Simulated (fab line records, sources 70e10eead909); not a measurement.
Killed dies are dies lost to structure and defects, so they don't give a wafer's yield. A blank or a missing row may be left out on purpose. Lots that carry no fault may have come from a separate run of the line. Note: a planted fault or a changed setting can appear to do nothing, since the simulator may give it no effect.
The tool behind it: which one? -- flow nandHarc -- 6 lots, 18 wafers sampled, at 3 steps of a route of 1159

## WHAT THE GAUGES READ, wafer by wafer
NHARC_P_GATE_CD_MEAS_26 targets a cd of 120 nm.
lot,measured,on,cdNm (nm)
L110,day 4 19:44,cdSem-02,119.7 120.3 120.4
L112,day 5 10:31,cdSem-03,119.7 119.9 119.2
L114,day 6 03:05,cdSem-02,120.3 119.6 120.1
L119,day 7 07:01,cdSem-01,124.3 123.9 124.3
L130,day 9 17:32,cdSem-02,120.7 120.6 119.1
L132,day 10 10:17,cdSem-02,118.9 118.7 119.5

## EACH LOT AND THE TOOL THAT RAN IT (in order: tool; ch and the chambers of the sampled wafers; start)
lot,NHARC_P_GATE_DEP_103,NHARC_P_GATE_PEB_24
L110,"pecvd-04 ch 1,2, day 4 19:04","lithoTrack-04 ch 0, day 4 19:40"
L112,"pecvd-04 ch 0,2, day 5 09:52","lithoTrack-06 ch 0, day 5 10:26"
L114,"pecvd-04 ch 0,1,2, day 6 02:32","lithoTrack-04 ch 0, day 6 03:01"
L119,"pecvd-03 ch 0,1, day 7 06:20","lithoTrack-01 ch 0, day 7 06:56"
L130,"pecvd-03 ch 1,2, day 9 16:47","lithoTrack-04 ch 0, day 9 17:27"
L132,"pecvd-04 ch 0,1, day 10 09:31","lithoTrack-04 ch 0, day 10 10:13"
- NHARC_P_GATE_DEP_103: deposits SiON, target thk 30 nm.
- NHARC_P_GATE_PEB_24: peb time 65 s.

## THE ANSWER, worked out from the rows above alone
Rule: what is usual is taken from the lots themselves. The widest of any qualifying gaps counts: lots, ordered by their means at a reading, are off when they make up no more than a third of the lots, leave a main group of 4 or more, and stand apart from it by 3 or more times the standard deviation of that group's means. A main group whose means are all the same, to the digits that the tables above print for the reading, isn't used. A lot without any number at a reading at which 4 lots or more have one is off too. Any other lot the step has rows for is counted as sound.
Off at NHARC_P_GATE_CD_MEAS_26 (cdNm): L119. The main group has a mean of 119.8 nm with a standard deviation of 0.42.
If a tool, at a process step before that reading, ran all the lots that are off and no sound lot after the first of them, it fits. Those tools and the gauges at NHARC_P_GATE_CD_MEAS_26 are tried in the same way. 2 tools fit, lithoTrack-01 at NHARC_P_GATE_PEB_24 and cdSem-01 at NHARC_P_GATE_CD_MEAS_26, so this cannot tell which one it is.

## WHAT HAD BEEN PUT IN BY THE SIMULATOR
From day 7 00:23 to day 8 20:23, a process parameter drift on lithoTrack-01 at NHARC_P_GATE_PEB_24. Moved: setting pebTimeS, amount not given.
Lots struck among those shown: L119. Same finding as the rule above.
